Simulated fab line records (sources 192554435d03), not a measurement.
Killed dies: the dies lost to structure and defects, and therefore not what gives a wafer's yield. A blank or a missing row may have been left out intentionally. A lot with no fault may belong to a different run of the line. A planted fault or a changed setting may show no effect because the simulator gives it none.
Chamber matching | flow n5_finfet | 4 sister chambers for N5_BEOL_M6_CMP_52 on cmp-01
The step polishes, stops on SiCOH lowk, t overpolish 6.9 s, target thk 80 nm. 4 wafers are shown with their chamber, then 12 later ones without.

== EACH WAFER AND ITS CHAMBER ==
wafer  | chamber | motor_current_A (A)
L083.4 | 1       | 6.3
L088.1 | 2       | 6.4
L088.2 | 3       | 5.5
L088.4 | 0       | 4.7

== WAFERS WHOSE CHAMBER IS MISSING ==
wafer  | motor_current_A (A)
L092.2 | 5.9
L092.3 | 4.9
L092.4 | 6.3
L091.2 | 5.2
L091.3 | 6.4
L091.5 | 5.3
L095.3 | 6.2
L095.4 | 5.4
L095.5 | 5.1
L096.3 | 4.8
L096.5 | 6.2
L096.6 | 6.1

== THE CHAMBER EACH PASSED THROUGH ==
wafer  | from the rows above          | in truth
L092.2 | can't be placed: 1 or 3 or 2 | 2
L092.3 | can't be placed: 0 or 3      | 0
L092.4 | can't be placed: 1 or 2      | 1
L091.2 | can't be placed: 3 or 0      | 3
L091.3 | can't be placed: 2 or 1      | 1
L091.5 | can't be placed: 3 or 0      | 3
L095.3 | can't be placed: 1 or 2      | 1
L095.4 | 3                            | 3
L095.5 | can't be placed: 0 or 3      | 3
L096.3 | 0                            | 0
L096.5 | can't be placed: 1 or 2      | 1
L096.6 | can't be placed: 1 or 2 or 3 | 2
Placed correctly: 2 of 12. These rows do not allow placing 10 (true chamber among the candidates in 10). 0 placed wrongly.
How it was worked out, from the rows above alone: a wafer's distance from a chamber is the root of the sum, over the readings, of the square of ((its reading less the chamber's mean) divided by the reading's scatter). If the next closest chamber is less than 2 further off than the closest, the wafer can't be placed; otherwise it belongs to the closest. A chamber's mean is the mean of its shown wafers. The scatter (one wafer shown for each chamber): square how far every hidden wafer sits from the nearest shown wafer, average those squares and take the square root.
